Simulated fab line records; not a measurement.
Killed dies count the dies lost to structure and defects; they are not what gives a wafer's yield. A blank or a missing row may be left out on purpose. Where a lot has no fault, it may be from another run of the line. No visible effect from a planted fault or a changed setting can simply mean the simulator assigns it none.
fab line records | flow n5Finfet
record: lots: 3 | wafers: 9 | lastDay: 14
route steps=1938 shown BEOL_M6@1203 PASSIVATION@1936
lots with no fault: from the same line, run without faults
startH: the number of hours between the record's first day and the start of the first shown wafer of the lot | waitH: time in hours since the lot's previous step | " the same as in the row above | L1.1+2: a single row standing in for several wafers | - no value present, or no start provided | * or withheld: withheld | < > ~ a bound
route shown NAME@n: NAME is a module with steps in the file, n the number in the route of the first one | usual: mean/standard deviation of fault-free wafers | same: alike in all rows | chamber/n: place in a boat | sites: readings site by site | _std_site: standard deviation of those values | _edge_site: outer sites' mean less inner sites' | radiusMm: for every site, how far away it sits from the centre of the wafer | mask NAME#n: copy n | behind: the last tool/chamber to shape the wafer | hold: why the lot was held/for how many hours/how that ended | device: whichever transistor did not switch (one of n, p or np) | end of line: tests run on the same wafers once the route is complete | a step with no rows: only its recipe | killed: count of dies lost to structure and defects at first sort (not the wafer's yield) | map: the dies of a wafer, with x for killed, . for not killed, _ for no die there
set.NAME: setting as actually run; set.NAME@STEP: the setting as run at that earlier step | model.NAME: the simulator's own value behind a step, which no gauge read
certain route steps with their lots: each step a table, each wafer a row
services: a tool's chamber out of use, with start hour (startH, from the record's first day; less than 0 if before it), hours out, and reason
== steps ==
step: N5_BEOL_M6_SOFTBAKE_06
recipe: tempC: 110 | timeS: 60 | resist: CAR-ArF
step: N5_BEOL_M6_EXPOSE_08
recipe: maskId: M6 | na: 1.35 | sourceShape: dipole | sigmaInner: 0.817 | sigmaOuter: 0.97 | polarization: te | doseMj: 68.25
step: N5_BEOL_M6_PEB_09
recipe: pebTempC: withheld | pebTimeS: 60 | resist: CAR-ArF
step: N5_BEOL_M6_DEVELOP_10
recipe: developTimeS: 30 | developer: TMAH | resist: CAR-ArF | rinseLiquid: diw | dry: airSpin | devTempC: 23
step: N5_BEOL_M6_DESCUM_16
recipe: chemistry: O2 | timeS: 7.9 | sourcePowerW: 50 | biasPowerW: 20 | pressureMtorr: 20 | rfFrequencyHz: 2.712e+07 | tempC: 40 | resist: CAR-ArF | o2FlowSccm: 225
step: N5_BEOL_M6_ETCH_61
recipe: chemistry: CF4 | target: SiARC | targetDepthA: 455 | maskMaterial: CAR-ArF | timeS: 75.8 | ionEnergyEv: 80 | pressureMtorr: 40 | sourceW: 545 | biasW: 36 | Ar_flow_sccm: 100 | cf4FlowSccm: 100 | ends: cleared
step: N5_BEOL_M6_ETCH_62
recipe: chemistry: N2/H2 | target: SOC | targetDepthA: 1100 | overetchA: 220 | maskMaterial: SiARC | tempC: 40 | timeS: 165 | ionEnergyEv: 200 | pressureMtorr: 30 | sourceW: 840 | biasW: 150 | n2FlowSccm: 200 | h2FlowSccm: 200
step: N5_BEOL_M6_STRIP_68
recipe: chemistry: N2/H2 | tempC: 40 | n2FlowSccm: 200 | h2FlowSccm: 200 | rfFrequencyHz: 6e+07
step: N5_BEOL_M6_STRIP_67
recipe: chemistry: CF4 | resist: SiARC | powerW: 300 | biasPowerW: 75 | pressureMtorr: 50 | cf4FlowSccm: 150 | rfFrequencyHz: 6e+07
step: N5_BEOL_M6_HM_OPEN_17
recipe: chemistry: Cl2/BCl3 | targetDepthA: 200 | overetchA: 60 | target: TiN | maskMaterial: SOC | ionEnergyEv: 150 | pressureMtorr: 10 | icpW: 1000 | biasW: 126 | Cl2_flow_sccm: 53.25 | bcl3FlowSccm: 21.75 | Ar_flow_sccm: 25
usual: drypumpMotorCurrentA: 5.2/0.58 | oesProductAu: 0.66/0.054 | throttleValvePct: 22.16/0.19
lot.wafer | tool        | chamber | startH | waitH | drypumpMotorCurrentA | oesProductAu | rfHoursCounterH | throttleValvePct
L623.1    | rieMetal-02 | 1       | 185.98 | 0.0   | 5.2                  | 0.53         | 122             | 22.22
L623.4    | "           | 0       | "      | "     | 6.4                  | 0.72         | -               | 22.20
L623.6    | "           | 0       | "      | "     | 6.4                  | 0.72         | -               | 22.20
L622.1    | rieMetal-03 | 0       | 186.34 | 0.0   | 4.8                  | 0.67         | 42              | 22.36
L622.2    | "           | 1       | "      | "     | 4.7                  | 0.69         | 36              | 22.11
L622.3    | "           | 1       | "      | "     | 4.7                  | 0.68         | -               | 22.11
L628.2    | rieMetal-03 | 1       | 237.68 | 0.2   | 4.7                  | 0.66         | 43              | 22.12
L628.3    | "           | 1       | "      | "     | 4.7                  | 0.66         | -               | 22.11
L628.4    | "           | 0       | "      | "     | 4.8                  | 0.65         | -               | 22.36
step: N5_BEOL_M6_STRIP_19
recipe: chemistry: O2 | powerW: 400 | tempC: 40 | pressureMtorr: 30 | rfFrequencyHz: 6e+07 | biasPowerW: 0 | overashFraction: 0.2 | o2FlowSccm: 225
step: N5_BEOL_M6_COAT_63
recipe: resist: SOC | tempC: 250 | timeS: 60 | spinRpm: 1500 | resistThkNm: 60
step: N5_BEOL_M6_COAT_64
recipe: resist: SiARC | tempC: 220 | timeS: 60 | spinRpm: 1500 | resistThkNm: 12
step: N5_BEOL_M6_COAT_71
recipe: resist: underlayer | tempC: 205 | timeS: 60 | spinRpm: 1500 | resistThkNm: 5
step: N5_BEOL_M6_COAT_22
recipe: resist: CAR-EUV | spinRpm: 1500 | resistThkNm: 30
step: N5_BEOL_M6_EBR_24
recipe: solvent: PGMEA | ebrWidthMm: 1.5
step: N5_BEOL_M6_SOFTBAKE_23
recipe: tempC: 110 | timeS: 60 | resist: CAR-EUV
step: N5_BEOL_M6_EXPOSE_25
recipe: maskId: V5 | na: 0.33 | sourceShape: annular | sigmaInner: 0.4 | sigmaOuter: 0.8 | polarization: unpolarized | targetCdNm: 40 | doseMj: 45
step: N5_BEOL_M6_PEB_26
recipe: pebTempC: 100 | pebTimeS: 60 | resist: CAR-EUV
step: N5_BEOL_M6_DEVELOP_27
recipe: developTimeS: 30 | developer: TMAH | resist: CAR-EUV | rinseLiquid: surfactantRinse | dry: airSpin | devTempC: 23
step: N5_BEOL_M6_DESCUM_33
recipe: chemistry: O2 | timeS: 7 | sourcePowerW: 50 | biasPowerW: 20 | pressureMtorr: 20 | rfFrequencyHz: 2.712e+07 | tempC: 40 | resist: CAR-EUV | o2FlowSccm: 225
step: N5_BEOL_M6_ETCH_72
recipe: chemistry: N2/H2 | target: underlayer | targetDepthA: 65 | maskMaterial: CAR-EUV | timeS: 5.2 | ionEnergyEv: 200 | pressureMtorr: 30 | sourceW: 840 | biasW: 150 | n2FlowSccm: 200 | h2FlowSccm: 200 | ends: cleared
step: N5_BEOL_M6_ETCH_65
recipe: chemistry: CF4 | target: SiARC | targetDepthA: 156 | maskMaterial: CAR-EUV | timeS: 26 | ionEnergyEv: 80 | pressureMtorr: 40 | sourceW: 545 | biasW: 36 | Ar_flow_sccm: 100 | cf4FlowSccm: 100 | ends: cleared
step: N5_BEOL_M6_ETCH_66
recipe: chemistry: N2/H2 | target: SOC | targetDepthA: 800 | overetchA: 160 | maskMaterial: SiARC | tempC: 40 | timeS: 120 | ionEnergyEv: 200 | pressureMtorr: 30 | sourceW: 840 | biasW: 150 | n2FlowSccm: 200 | h2FlowSccm: 200
step: N5_BEOL_M6_STRIP_69
recipe: chemistry: N2/H2 | tempC: 40 | n2FlowSccm: 200 | h2FlowSccm: 200 | rfFrequencyHz: 6e+07
step: N5_BEOL_M6_STRIP_73
recipe: chemistry: N2/H2 | tempC: 40 | n2FlowSccm: 200 | h2FlowSccm: 200 | rfFrequencyHz: 6e+07
step: N5_BEOL_M6_VIA_ETCH_34
recipe: chemistry: C4F6/O2 | target: SiCOH_lowk | targetDepthA: 1263 | maskMaterial: SOC | taperDeg: 4 | timeS: 50.9 | ionEnergyEv: 250 | pressureMtorr: 30 | sourceW: 345 | biasW: 185 | Ar_flow_sccm: 300 | C4F6_flow_sccm: 10 | O2_flow_sccm: 10
step: N5_BEOL_M6_STRIP_76
recipe: chemistry: C4F6/O2 | resist: SiARC | rfFrequencyHz: 6e+07
step: N5_BEOL_M6_STRIP_36
recipe: chemistry: N2/H2 | powerW: 450 | tempC: 40 | pressureMtorr: 20 | rfFrequencyHz: 6e+07 | overashFraction: 0.3 | biasPowerW: 7 | h2Frac: 0.5 | n2FlowSccm: 200 | h2FlowSccm: 200
step: N5_BEOL_M6_TRENCH_ETCH_37
recipe: chemistry: C4F6/O2 | targetDepthA: 944.35 | target: SiCOH_lowk | timeS: 31.5 | ionEnergyEv: 250 | pressureMtorr: 30 | sourceW: 345 | biasW: 185 | Ar_flow_sccm: 300 | C4F6_flow_sccm: 10 | O2_flow_sccm: 10
step: N5_BEOL_M6_ETCH_41
recipe: chemistry: CH3F/O2 | target: SiCN | targetDepthA: 297 | taperDeg: 2 | timeS: 52 | ionEnergyEv: 120 | maskMaterial: TiN | pressureMtorr: 30 | sourceW: 395 | biasW: 75 | Ar_flow_sccm: 150 | CH3F_flow_sccm: 30 | O2_flow_sccm: 20
step: N5_BEOL_M6_STRIP_80
recipe: chemistry: N2/H2 | timeS: 10 | powerW: 450 | tempC: 40 | pressureMtorr: 20 | rfFrequencyHz: 6e+07 | biasPowerW: 7 | n2FlowSccm: 200 | h2FlowSccm: 200
step: N5_BEOL_M6_HM_STRIP_39
recipe: chemistry: peroxideTinStrip | material: TiN | targetDepthA: 250 | tempC: 50 | timeS: 158
step: N5_BEOL_M6_SRD_40
recipe: timeS: 30 | tempC: 23 | rinseLiquid: diw | dry: ipaMarangoni
step: N5_PASSIVATION_PROBE_49
usual: defectLimitedYield: 91.3/1.3 | killed_at_M0_to_M3: 35/13 | killed_at_M4_up: 13/5.2 | killedAtContacts: 12/6.2 | killedAtFrontEnd: 39/9.6 | killedAtOther: 3.1/2.6 | killedDies: 102/16 | killedOnRim: 13/3.8 | killedOpen: 68/13 | killedShort: 33/6.9 | sort_bin_5_function: 5.1/0.87 | sort_bin_6_memory: 3.3/0.67 | sortNPass: 1078/16 | sortYieldPct: 91.3/1.3
same: grossDies: 1180 | killedAtBackSide: 0 | sort_bin_4_leakage[%]: 0 | sort_bin_8_speed[%]: 0
lot.wafer | tool      | chamber | startH | waitH | defectLimitedYield[%] | killed_at_M0_to_M3 | killed_at_M4_up | killedAtContacts | killedAtFrontEnd | killedAtOther | killedDies | killedOnRim | killedOpen | killedShort | sort_bin_5_function[%] | sort_bin_6_memory[%] | sortNPass | sortYieldPct[%]
L623.1    | prober-01 | -       | 270.25 | 0.0   | 91.9                  | 47                 | 5               | 8                | 32               | 3             | 95         | 10          | 62         | 32          | 5.0                    | 2.6                  | 1085      | 91.9
L623.4    | prober-01 | -       | 270.40 | 0.2   | 90.4                  | 56                 | 7               | 16               | 31               | 3             | 113        | 10          | 86         | 27          | 5.8                    | 3.6                  | 1067      | 90.4
L623.6    | prober-01 | -       | 270.50 | 0.3   | 92.0                  | 37                 | 9               | 13               | 31               | 4             | 94         | 5           | 59         | 35          | 5.0                    | 2.6                  | 1086      | 92.0
L628.2    | prober-02 | -       | 327.66 | 0.1   | 85.3                  | 33                 | 92              | 7                | 40               | 2             | 174        | 23          | 68         | 24          | 9.9                    | 3.6                  | 1006      | 85.3
L628.3    | prober-02 | -       | 327.71 | 0.1   | 82.5                  | 65                 | 91              | 7                | 42               | 2             | 207        | 29          | 82         | 41          | 11.4                   | 4.8                  | 973       | 82.5
L628.4    | prober-02 | -       | 327.76 | 0.2   | 83.5                  | 52                 | 103             | 4                | 31               | 5             | 195        | 13          | 68         | 34          | 10.8                   | 3.8                  | 985       | 83.5
killed by level:class
L623.1 BEOL_M2:geometricParticle:open=10 BEOL_M0_SAQP:geometricParticle:open=10 BEOL_M0_SAQP:geometricParticle:short=10 FIN_SAQP:geometricParticle:short=8 BEOL_M3:geometricParticle:open=8 MOL_CONTACT_COAG:geometricParticle:open=6 BEOL_M1:geometricParticle:open=5 STI_FIN_REVEAL:geometricParticle:open=4
L623.4 BEOL_M3:geometricParticle:open=16 MOL_CONTACT_COAG:geometricParticle:open=16 FIN_SAQP:geometricParticle:open=13 STI_FIN_REVEAL:geometricParticle:open=9 BEOL_M1:geometricParticle:open=9 BEOL_M0_SAQP:geometricParticle:open=8 BEOL_M0_SAQP:geometricParticle:short=7 BEOL_M2:geometricParticle:open=7
L623.6 MOL_CONTACT_COAG:geometricParticle:open=10 BEOL_M0_SAQP:geometricParticle:short=10 BEOL_M0_SAQP:geometricParticle:open=9 FIN_SAQP:geometricParticle:short=8 FIN_SAQP:geometricParticle:open=8 BEOL_M3:geometricParticle:open=7 BEOL_M2:geometricParticle:open=5 STI_FIN_REVEAL:geometricParticle:open=3
L628.2 BEOL_M6:unspecified=79 STI_FIN_REVEAL:geometricParticle:open=11 DUMMY_GATE:geometricParticle:open=7 BEOL_M0_SAQP:geometricParticle:short=7 BEOL_M0_SAQP:geometricParticle:open=7 BEOL_M1:geometricParticle:open=7 MOL_CONTACT_COAG:geometricParticle:open=6 BEOL_M2:geometricParticle:open=6
L628.3 BEOL_M6:unspecified=82 BEOL_M0_SAQP:geometricParticle:open=16 BEOL_M0_SAQP:geometricParticle:short=12 FIN_SAQP:geometricParticle:open=9 BEOL_M2:geometricParticle:open=9 BEOL_M3:geometricParticle:open=8 DUMMY_GATE:geometricParticle:open=6 GATE_CUT:geometricParticle:short=6
L628.4 BEOL_M6:unspecified=93 BEOL_M0_SAQP:geometricParticle:open=13 STI_FIN_REVEAL:geometricParticle:open=12 BEOL_M1:geometricParticle:short=10 BEOL_M0_SAQP:geometricParticle:short=10 BEOL_M1:geometricParticle:open=7 BEOL_M2:geometricParticle:open=7 FIN_SAQP:geometricParticle:short=4
map L628.3 (x killed, . not)
_________________.x..........________________
______________.............x..x._____________
___________.................xxxxxxx__________
__________...............x..xxxxxxxx_________
________xx..x...........x.xxxxxxxxxxxx_______
_______......x............x.xxxxxxxxxxx______
______..............x......xxxxxxxxxxxx._____
_____.............x..........xx.xxxxx.xx.____
____...............x.xxx.xx.xxxxxxxxxx.xx.___
___............................xxx...xx.x..__
___...x................x...x....xxxx..xx.x.__
__................x.x......x......xxx......._
__.........x......x.x........x.x...x.......x_
_........x..........x.....x......x...x....xx.
_..................x.x.xxx...............xx..
_.....................x.x...x........x.......
_.........x.x...x..........x.x.x.............
_................x....x......x...............
_.x.......x.......x................x.........
_.x.x...................x.........x..........
_.......x.....x..x..x...........x......x.....
__............x...x...x..x..x..x..x......x.._
__............xxx....x....x................._
___...x..............x.........x.....x.....__
___.....................x..........x.....x.__
____.......................x.............x___
_____.x.....x....x.x..................x..____
______......x......x...............x...._____
_______....xx.............x............______
________..x.........x.........x..x...._______
__________xxx......x.....x.......x.._________
___________....x.x................x__________
______________.................._____________
_________________.......xx...________________
map L622.2 (x killed, . not)
_________________............________________
______________.......x...x......_____________
___________...xx........x..........__________
__________..x..................x...._________
________...x...xx.......x...x........x_______
_______.......................xx.......______
______....................x....x........_____
_____................x.x...x.............____
____...................................x..___
___.....x.................x.x..............__
___.x......x.xx......x.x.............x.....__
__...................x......................_
__...........xx..............x.............._
_..................................x.........
_x...................x..x..x.x..............x
_............x...............................
_.x.........................x.............x..
_...................................x......x.
_....x...............................xx......
_............xx......x...........x...x....x..
_...xx......................x..........x.x...
__...........x....x.................x......._
__...........x........................x....._
___......x.................................__
___..........x.............................__
____...........x....................x.....___
_____..............x.x...................____
______.....................x............_____
_______..............x..............xx.______
________................x............._______
__________.....................x...._________
___________..x.......x.............__________
______________x....x............_____________
_________________..........x.________________
== services ==
tool        | chamber | startH | hours | kind
rieMetal-02 | 1       | 175.71 | 1.0   | repair
rieMetal-02 | -       | 190.94 | 2.8   | pm
rieMetal-03 | 0       | 212.50 | 9.5   | repair
rieMetal-02 | 1       | 213.41 | -     | clean
rieMetal-02 | 1       | 213.41 | 19.4  | scheduledDown
rieMetal-02 | 1       | 213.41 | 19.4  | ventCycle
== key ==
firstSign: step: N5_PASSIVATION_PROBE_49 | reading: killed_at_M4_up | direction: up | sigmas: 16 | usual: 13 | struck: 95
effect: step: N5_PASSIVATION_PROBE_49 | reading: killedDies | direction: up | sigmas: 5.7 | usual: 102 | struck: 192
moreKillsBornAt: N5_BEOL_M6_HM_OPEN_17@rieMetal-03: 254
metAt N5_BEOL_M6_HM_OPEN_17
struckWafers L628.2,L628.3,L628.4
onsetBetween 186.34 237.68
alsoFits time
fault: kind: chamberParticleSource | tool: rieMetal-03 | chamber: - | onsetH: 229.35 | steps: N5_BEOL_M6_HM_OPEN_17 | ratePerVisitCm2: 0.46012 | endH: 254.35
